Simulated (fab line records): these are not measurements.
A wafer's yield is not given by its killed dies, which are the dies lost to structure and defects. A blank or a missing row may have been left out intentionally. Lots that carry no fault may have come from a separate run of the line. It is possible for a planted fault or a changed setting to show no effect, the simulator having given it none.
Matching of chambers | flow nand harc | NHARC_A_CONTACT_CMP_20 on cmp-04 has 4 sister chambers
The step polishes, t overpolish 30 s, target thk 300 nm. 20 wafers are shown with their chamber, then 10 later ones without.

== WAFERS PAIRED WITH THEIR CHAMBERS ==
wafer  | chamber | motor current A (A) | time to endpoint s (s) | overpolish run s (s)
L074.3 | 3       | 9.8                 | 63.7                   | 30.006
L074.5 | 3       | 9.7                 | 60.8                   | 30.007
L074.6 | 0       | 13.3                | 64.7                   | 30.007
L076.2 | 1       | 11.9                | 62.1                   | 30.002
L076.5 | 2       | 12.9                | 57.8                   | 29.996
L076.6 | 1       | 11.7                | 64.1                   | 30.007
L079.1 | 3       | 10.8                | 59.5                   | 30.006
L079.5 | 1       | 11.4                | 59.7                   | 30.000
L079.6 | 2       | 12.5                | 56.3                   | 30.009
L080.2 | 0       | 12.9                | 61.5                   | 29.984
L080.3 | 2       | 12.3                | 53.6                   | 29.992
L080.5 | 1       | 11.3                | 59.0                   | 29.996
L081.2 | 0       | 13.4                | 63.1                   | 30.003
L081.3 | 3       | 10.4                | 62.0                   | 29.986
L081.4 | 2       | 13.0                | 59.8                   | 29.988
L082.1 | 0       | 13.4                | 57.1                   | 29.994
L082.2 | 3       | 10.0                | 54.0                   | 30.004
L082.4 | 1       | 11.4                | 58.0                   | 29.998
L084.1 | 2       | 12.9                | 53.8                   | 30.003
L084.2 | 0       | 13.1                | 55.0                   | 30.009

SIGNATURES (means of the wafers above)
reading            | chamber 0 | chamber 1 | chamber 2 | chamber 3 | scatter within a chamber
motor current A    | 13.220    | 11.540    | 12.720    | 10.140    | 0.32
time to endpoint s | 60.280    | 60.580    | 56.260    | 60.000    | 3.3
overpolish run s   | 29.99940  | 30.00060  | 29.99760  | 30.00180  | 0.0083
Rule: for a wafer and a chamber, the distance is found by dividing, reading by reading, the gap between the wafer's reading and the chamber's mean by the reading's scatter, squaring, summing and taking the root. If the next closest chamber is less than 2 further off than the closest, the wafer can't be placed; otherwise it belongs to the closest. The scatter: take each reading less its chamber's mean, square it, sum over the shown wafers, divide by the number of wafers less the number of chambers, and take the root.

== WAFERS WITH NO CHAMBER GIVEN ==
wafer  | motor current A (A) | time to endpoint s (s) | overpolish run s (s)
L084.6 | 13.3                | 58.4                   | 30.005
L089.2 | 11.2                | 59.8                   | 30.000
L089.5 | 11.2                | 61.1                   | 29.995
L089.6 | 12.7                | 57.8                   | 30.010
L092.1 | 13.3                | 59.9                   | 29.998
L092.2 | 12.6                | 56.3                   | 30.004
L092.4 | 10.6                | 61.5                   | 30.005
L096.1 | 13.0                | 58.7                   | 29.998
L096.3 | 11.8                | 59.4                   | 30.008
L096.4 | 13.7                | 54.0                   | 30.002

== WHICH CHAMBER EACH ONE RAN IN ==
wafer  | from the rows above     | in truth
L084.6 | can't be placed: 0 or 2 | 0
L089.2 | 1                       | 1
L089.5 | 1                       | 1
L089.6 | can't be placed: 2 or 0 | 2
L092.1 | can't be placed: 0 or 2 | 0
L092.2 | can't be placed: 2 or 0 | 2
L092.4 | can't be placed: 3 or 1 | 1
L096.1 | can't be placed: 0 or 2 | 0
L096.3 | 1                       | 1
L096.4 | can't be placed: 0 or 2 | 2
3 of 10 placed correctly. From these rows, 7 cannot be placed; in 7 the true chamber is one of the candidates. 0 placed wrongly.
